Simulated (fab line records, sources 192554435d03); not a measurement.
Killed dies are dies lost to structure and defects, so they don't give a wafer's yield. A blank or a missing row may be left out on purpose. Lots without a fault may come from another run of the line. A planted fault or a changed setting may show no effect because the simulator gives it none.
Which tool did it? | flow n5_finfet | 24 lots, 72 wafers sampled, at 6 steps of a route of 1938

WHAT THE GAUGES READ, wafer by wafer
N5_BEOL_M7_CD_MEAS_35: target cd 40 nm.
lot  | measured     | on        | cd_nm (nm)
L075 | day 8 19:32  | cd_sem-02 | 39.4 39.3 39.8
L074 | day 9 03:38  | cd_sem-03 | 40.0 40.2 39.2
L076 | day 9 15:13  | cd_sem-01 | 39.4 39.8 40.0
L077 | day 9 17:07  | cd_sem-01 | 39.5 38.9 39.9
L079 | day 9 23:49  | cd_sem-01 | 42.2 39.2 39.9
L078 | day 10 05:26 | cd_sem-03 | 40.6 39.2 39.9
L080 | day 10 08:16 | cd_sem-03 | 39.9 38.1 40.8
L081 | day 10 10:07 | cd_sem-02 | 40.1 39.6 38.6
L082 | day 10 18:01 | cd_sem-02 | 39.9 38.2 39.8
L083 | day 10 23:05 | cd_sem-02 | 39.2 37.3 38.5
L084 | day 11 15:28 | cd_sem-03 | 38.1 39.5 38.7
L087 | day 12 07:48 | cd_sem-02 | 40.0 41.0 39.3
L085 | day 12 11:43 | cd_sem-03 | 39.2 39.7 39.3
L086 | day 12 10:47 | cd_sem-02 | 39.5 39.1 38.3
L088 | day 13 06:08 | cd_sem-01 | 39.6 40.4 39.5
L089 | day 13 06:22 | cd_sem-03 | 39.8 39.1 39.1
L091 | day 13 06:46 | cd_sem-01 | 39.9 40.9 40.0
L090 | day 13 08:21 | cd_sem-02 | 39.4 38.8 40.4
L092 | day 13 09:08 | cd_sem-01 | 39.6 38.0 38.5
L093 | day 13 09:34 | cd_sem-02 | 39.6 39.8 38.7
L094 | day 13 13:42 | cd_sem-03 | 39.9 41.0 40.7
L095 | day 14 10:49 | cd_sem-03 | 39.9 40.6 41.9
L096 | day 14 14:04 | cd_sem-01 | 40.3 40.3 40.6
L097 | day 15 05:38 | cd_sem-01 | 39.7 38.5 39.4

N5_BEOL_M8_CD_MEAS_11: target cd 38.5 nm.
lot  | measured     | on        | cd_nm (nm)
L075 | day 9 01:46  | cd_sem-02 | 39.2 38.5 39.2
L074 | day 9 08:04  | cd_sem-02 | 38.1 37.8 38.4
L076 | day 9 20:17  | cd_sem-02 | 37.6 37.1 37.1
L077 | day 9 21:16  | cd_sem-03 | 39.7 38.3 37.9
L079 | day 10 04:14 | cd_sem-03 | 38.3 38.5 38.3
L078 | day 10 10:45 | cd_sem-02 | 37.3 37.3 37.5
L080 | day 10 13:11 | cd_sem-01 | 38.5 38.8 38.7
L081 | day 10 13:59 | cd_sem-03 | 39.2 38.8 38.9
L082 | day 10 23:37 | cd_sem-03 | 37.2 38.3 37.7
L083 | day 11 03:03 | cd_sem-02 | 38.5 38.1 38.4
L084 | day 11 21:47 | cd_sem-03 | 37.6 38.5 37.5
L087 | day 12 14:34 | cd_sem-02 | 37.7 38.3 38.1
L085 | day 12 22:04 | cd_sem-01 | 37.9 39.1 38.8
L086 | day 12 16:42 | cd_sem-02 | 39.2 39.1 37.9
L088 | day 13 11:14 | cd_sem-02 | 37.6 38.0 38.6
L089 | day 13 11:24 | cd_sem-01 | 38.1 39.7 38.4
L091 | day 13 11:37 | cd_sem-01 | 39.7 39.4 38.4
L090 | day 13 12:14 | cd_sem-01 | 38.7 39.4 38.3
L092 | day 13 14:02 | cd_sem-02 | 37.7 38.8 38.6
L093 | day 13 14:13 | cd_sem-03 | 38.8 38.2 37.9
L094 | day 13 17:14 | cd_sem-03 | 38.8 39.4 38.8
L095 | day 14 19:32 | cd_sem-02 | 38.3 38.6 38.6
L096 | day 14 19:47 | cd_sem-03 | 38.7 39.1 38.3
L097 | day 15 09:47 | cd_sem-01 | 38.8 38.5 38.1

N5_BEOL_M8_CD_MEAS_18: pitch 80 nm, target cd 40 nm.
lot  | measured     | on        | cd_nm (nm)
L075 | day 9 02:19  | cd_sem-01 | 40.0 39.8 40.9
L074 | day 9 08:52  | cd_sem-03 | 40.0 40.2 40.0
L076 | day 9 20:50  | cd_sem-01 | 39.0 38.9 39.2
L077 | day 9 21:49  | cd_sem-02 | 40.6 39.8 39.8
L079 | day 10 04:47 | cd_sem-02 | 39.6 40.6 40.6
L078 | day 10 11:26 | cd_sem-02 | 39.2 37.5 39.8
L080 | day 10 13:46 | cd_sem-03 | 40.9 40.5 40.0
L081 | day 10 14:52 | cd_sem-01 | 40.7 41.2 40.7
L082 | day 11 00:10 | cd_sem-02 | 39.1 39.7 39.6
L083 | day 11 03:49 | cd_sem-03 | 40.2 39.9 39.9
L084 | day 11 22:20 | cd_sem-03 | 39.6 39.7 38.7
L087 | day 12 15:07 | cd_sem-01 | 39.0 39.1 39.4
L085 | day 12 22:37 | cd_sem-02 | 40.4 40.7 40.2
L086 | day 12 17:15 | cd_sem-03 | 40.5 40.9 38.5
L088 | day 13 11:49 | cd_sem-02 | 39.6 39.8 39.6
L089 | day 13 11:57 | cd_sem-01 | 39.4 41.3 39.6
L091 | day 13 12:09 | cd_sem-02 | 40.9 40.8 40.5
L090 | day 13 12:50 | cd_sem-02 | 40.4 41.1 39.8
L092 | day 13 14:35 | cd_sem-02 | 39.6 40.2 40.5
L093 | day 13 14:49 | cd_sem-03 | 41.2 39.3 39.0
L094 | day 13 17:47 | cd_sem-01 | 40.1 40.8 39.9
L095 | day 14 20:05 | cd_sem-02 | 39.3 39.4 40.2
L096 | day 14 20:37 | cd_sem-03 | 39.9 41.7 39.9
L097 | day 15 10:23 | cd_sem-03 | 40.2 40.7 39.4

WHICH TOOL RAN EACH LOT (tool, then ch and the chambers of the sampled wafers, then the start)
lot  | N5_BEOL_M7_CURE_74            | N5_BEOL_M7_STRIP_67                | N5_BEOL_M7_HM_OPEN_17
L075 | uv_cure-01 ch 1, day 8 14:10  | rie_diel-01 ch 0,2,3, day 8 16:30  | rie_metal-03 ch 0,1, day 8 16:34
L074 | uv_cure-03 ch 1, day 8 21:21  | rie_diel-06 ch 0,1,2, day 9 01:07  | rie_metal-01 ch 0,1, day 9 01:10
L076 | uv_cure-01 ch 1, day 9 10:07  | rie_diel-01 ch 1,2,3, day 9 12:41  | rie_metal-01 ch 0, day 9 12:44
L077 | uv_cure-03 ch 2, day 9 12:55  | rie_diel-06 ch 1,2,3, day 9 15:46  | rie_metal-01 ch 0,1, day 9 15:50
L079 | uv_cure-01 ch 1, day 9 20:10  | rie_diel-06 ch 1,2,3, day 9 21:45  | rie_metal-03 ch 0,1, day 9 21:47
L078 | uv_cure-01 ch 2, day 10 02:35 | rie_diel-06 ch 0,1,3, day 10 03:54 | rie_metal-02 ch 1, day 10 03:56
L080 | uv_cure-02 ch 1, day 10 03:26 | rie_diel-06 ch 1,2, day 10 05:12   | rie_metal-02 ch 1, day 10 05:16
L081 | uv_cure-01 ch 0, day 10 05:38 | rie_diel-01 ch 0,2,3, day 10 08:38 | rie_metal-03 ch 0,1, day 10 08:40
L082 | uv_cure-01 ch 1, day 10 14:28 | rie_diel-02 ch 0,1,2, day 10 15:55 | rie_metal-03 ch 0,1, day 10 15:57
L083 | uv_cure-03 ch 0, day 10 18:57 | rie_diel-02 ch 0,2,3, day 10 20:40 | rie_metal-03 ch 0,1, day 10 20:42
L084 | uv_cure-02 ch 2, day 11 09:13 | rie_diel-06 ch 0,1, day 11 12:10   | rie_metal-01 ch 0, day 11 12:13
L087 | uv_cure-02 ch 0, day 12 03:00 | rie_diel-02 ch 0,1, day 12 05:47   | rie_metal-03 ch 0,1, day 12 05:52
L085 | uv_cure-02 ch 0, day 12 07:15 | rie_diel-02 ch 0,1, day 12 10:08   | rie_metal-01 ch 0,1, day 12 10:11
L086 | uv_cure-03 ch 2, day 12 07:27 | rie_diel-01 ch 2,3, day 12 09:16   | rie_metal-03 ch 0, day 12 09:19
L088 | uv_cure-01 ch 1, day 13 02:52 | rie_diel-02 ch 0,3, day 13 04:38   | rie_metal-03 ch 0,1, day 13 04:41
L089 | uv_cure-03 ch 2, day 13 03:18 | rie_diel-01 ch 0,2, day 13 04:55   | rie_metal-01 ch 0,1, day 13 04:59
L091 | uv_cure-02 ch 0, day 13 03:34 | rie_diel-06 ch 0,2, day 13 05:20   | rie_metal-01 ch 0,1, day 13 05:22
L090 | uv_cure-01 ch 2, day 13 05:41 | rie_diel-06 ch 0,1,2, day 13 07:07 | rie_metal-03 ch 0,1, day 13 07:09
L092 | uv_cure-02 ch 0, day 13 05:58 | rie_diel-02 ch 0,2, day 13 07:46   | rie_metal-03 ch 1, day 13 07:48
L093 | uv_cure-01 ch 0, day 13 06:29 | rie_diel-02 ch 0,1,3, day 13 08:12 | rie_metal-03 ch 0,1, day 13 08:15
L094 | uv_cure-01 ch 2, day 13 10:39 | rie_diel-06 ch 0,2,3, day 13 12:18 | rie_metal-01 ch 1, day 13 12:21
L095 | uv_cure-01 ch 1, day 14 04:40 | rie_diel-01 ch 0,1,3, day 14 06:59 | rie_metal-02 ch 0,1, day 14 07:02
L096 | uv_cure-03 ch 2, day 14 08:10 | rie_diel-06 ch 1,2, day 14 11:47   | rie_metal-02 ch 0,1, day 14 11:52
L097 | uv_cure-03 ch 1, day 14 22:15 | rie_diel-01 ch 1,2,3, day 15 02:04 | rie_metal-02 ch 1, day 15 02:07
- N5_BEOL_M7_CURE_74: cures SiCOH lowk, time 240 s.
- N5_BEOL_M7_STRIP_67: strips in CF4.
- N5_BEOL_M7_HM_OPEN_17: chemistry Cl2/BCl3, target TiN, target depth 20 nm, overetch 6 nm.

WHAT THE TOOLS THEMSELVES READ (means of the sampled wafers that have a number; where no wafer has one, the mark that the record gives instead)
N5_BEOL_M7_CURE_74.
lot  | tool       | lamp_power_pct (%) | wafer_temp_C_max
L075 | uv_cure-01 | 52.31              | 386.8
L074 | uv_cure-03 | 52.33              | 388.8
L076 | uv_cure-01 | 52.31              | 386.4
L077 | uv_cure-03 | 52.33              | 388.0
L079 | uv_cure-01 | 52.35              | 386.9
L078 | uv_cure-01 | 52.29              | 386.5
L080 | uv_cure-02 | 52.34              | 386.3
L081 | uv_cure-01 | 52.28              | 386.5
L082 | uv_cure-01 | 52.28              | 386.3
L083 | uv_cure-03 | 52.35              | 387.2
L084 | uv_cure-02 | 52.28              | 386.5
L087 | uv_cure-02 | 52.32              | 386.0
L085 | uv_cure-02 | 52.27              | 386.0
L086 | uv_cure-03 | 52.33              | 387.6
L088 | uv_cure-01 | 52.35              | 386.4
L089 | uv_cure-03 | 52.28              | 388.2
L091 | uv_cure-02 | 52.32              | 385.9
L090 | uv_cure-01 | 52.29              | 386.3
L092 | uv_cure-02 | 52.31              | 386.2
L093 | uv_cure-01 | 52.29              | 386.5
L094 | uv_cure-01 | 52.31              | 386.7
L095 | uv_cure-01 | 52.29              | 386.3
L096 | uv_cure-03 | 52.24              | 387.5
L097 | uv_cure-03 | 52.28              | 388.2

N5_BEOL_M7_STRIP_67.
lot  | tool        | drypump_motor_current_A (A) | oes_product_au (a.u.) | rf_vpp_V (V) | showerhead_plenum_p_Torr (Torr) | throttle_valve_pct (%)
L075 | rie_diel-01 | 5.4                         | 0.75                  | 271.8        | 1.79                            | 13.88
L074 | rie_diel-06 | 5.4                         | 0.76                  | 273.2        | 1.83                            | 13.55
L076 | rie_diel-01 | 5.5                         | 0.72                  | 272.2        | 1.79                            | 13.86
L077 | rie_diel-06 | 5.3                         | 0.75                  | 270.8        | 1.79                            | 13.84
L079 | rie_diel-06 | 5.3                         | 0.74                  | 271.7        | 1.79                            | 13.84
L078 | rie_diel-06 | 5.4                         | 0.70                  | 272.4        | 1.80                            | 13.87
L080 | rie_diel-06 | 5.4                         | 0.79                  | 271.9        | 1.81                            | 13.55
L081 | rie_diel-01 | 5.4                         | 0.75                  | 270.6        | 1.79                            | 13.90
L082 | rie_diel-02 | 5.8                         | 0.84                  | 271.8        | 1.81                            | 13.42
L083 | rie_diel-02 | 5.7                         | 0.83                  | 271.6        | 1.80                            | 13.55
L084 | rie_diel-06 | 5.7                         | 0.70                  | 272.3        | 1.85                            | 13.77
L087 | rie_diel-02 | 5.9                         | 0.75                  | 270.8        | 1.79                            | 13.61
L085 | rie_diel-02 | 5.8                         | 0.79                  | 271.4        | 1.82                            | 13.63
L086 | rie_diel-01 | 5.6                         | 0.69                  | 270.8        | 1.75                            | 13.99
L088 | rie_diel-02 | 5.8                         | 0.87                  | 270.9        | 1.81                            | 13.55
L089 | rie_diel-01 | 5.7                         | 0.74                  | 270.6        | 1.77                            | 13.93
L091 | rie_diel-06 | 5.1                         | 0.78                  | 272.4        | 1.80                            | 13.45
L090 | rie_diel-06 | 5.4                         | 0.73                  | 271.4        | 1.82                            | 13.62
L092 | rie_diel-02 | 5.8                         | 0.86                  | 270.9        | 1.83                            | 13.46
L093 | rie_diel-02 | 5.8                         | 0.82                  | 270.6        | 1.79                            | 13.55
L094 | rie_diel-06 | 5.1                         | 0.84                  | 272.7        | 1.85                            | 13.55
L095 | rie_diel-01 | 5.3                         | 0.82                  | 270.3        | 1.81                            | 13.70
L096 | rie_diel-06 | 5.4                         | 0.85                  | 271.9        | 1.80                            | 13.44
L097 | rie_diel-01 | 5.5                         | 0.87                  | 271.4        | 1.78                            | 13.59

N5_BEOL_M7_HM_OPEN_17.
lot  | tool         | bcl3_flow_sccm (sccm) | drypump_motor_current_A (A) | oes_product_au (a.u.) | throttle_valve_pct (%)
L075 | rie_metal-03 | 21.73                 | 5.7                         | 0.74                  | 21.8
L074 | rie_metal-01 | 21.72                 | 6.1                         | 0.69                  | 22.1
L076 | rie_metal-01 | 21.86                 | 5.1                         | 0.56                  | 22.6
L077 | rie_metal-01 | 21.76                 | 6.1                         | 0.68                  | 22.1
L079 | rie_metal-03 | 21.81                 | 5.7                         | 0.74                  | 22.1
L078 | rie_metal-02 | 21.72                 | 5.0                         | 0.57                  | 21.8
L080 | rie_metal-02 | 21.77                 | 5.0                         | 0.57                  | 21.8
L081 | rie_metal-03 | 21.77                 | 5.8                         | 0.72                  | 21.9
L082 | rie_metal-03 | 21.75                 | 5.7                         | 0.73                  | 21.8
L083 | rie_metal-03 | 21.81                 | 5.8                         | 0.72                  | 21.8
L084 | rie_metal-01 | 21.66                 | 5.0                         | 0.55                  | 22.6
L087 | rie_metal-03 | 21.74                 | 5.7                         | 0.71                  | 21.8
L085 | rie_metal-01 | 21.70                 | 6.1                         | 0.67                  | 22.1
L086 | rie_metal-03 | 21.80                 | 5.9                         | 0.69                  | 21.6
L088 | rie_metal-03 | 21.77                 | 5.6                         | 0.72                  | 22.1
L089 | rie_metal-01 | 21.73                 | 5.5                         | 0.61                  | 22.4
L091 | rie_metal-01 | 21.73                 | 6.1                         | 0.66                  | 22.1
L090 | rie_metal-03 | 21.70                 | 5.6                         | 0.72                  | 22.1
L092 | rie_metal-03 | 21.71                 | 5.5                         | 0.73                  | 22.3
L093 | rie_metal-03 | 21.71                 | 5.8                         | 0.70                  | 21.9
L094 | rie_metal-01 | 21.72                 | 6.6                         | 0.71                  | 22.0
L095 | rie_metal-02 | 21.80                 | 5.3                         | 0.63                  | 22.0
L096 | rie_metal-02 | 21.78                 | 5.2                         | 0.58                  | 21.9
L097 | rie_metal-02 | 21.76                 | 5.0                         | 0.55                  | 21.8

THE ANSWER, worked out from the rows above alone
Rule: what is usual is taken from the lots themselves. Put in order of their means at a reading, lots are off if they are a third of the lots or fewer, leave a main group of 4 or more, and stand apart from it by a gap of 3 or more times the standard deviation of the main group's means; of several such gaps the widest counts. A main group whose means are all the same, to the digits that the tables above print for the reading, isn't used. A lot without any number at a reading at which 4 lots or more have one is off too. The other lots that the step has rows for count as sound. The gauges are gone through in route order, then the tools' own readings, and for those a lot's mean is taken as printed above. The first step at which some lot is off is used, and at that step the reading that is off furthest; a lot without a number counts as furthest.
No lot is off at any reading shown: from this, nothing can be told.

WHAT THE SIMULATOR HAD PUT IN
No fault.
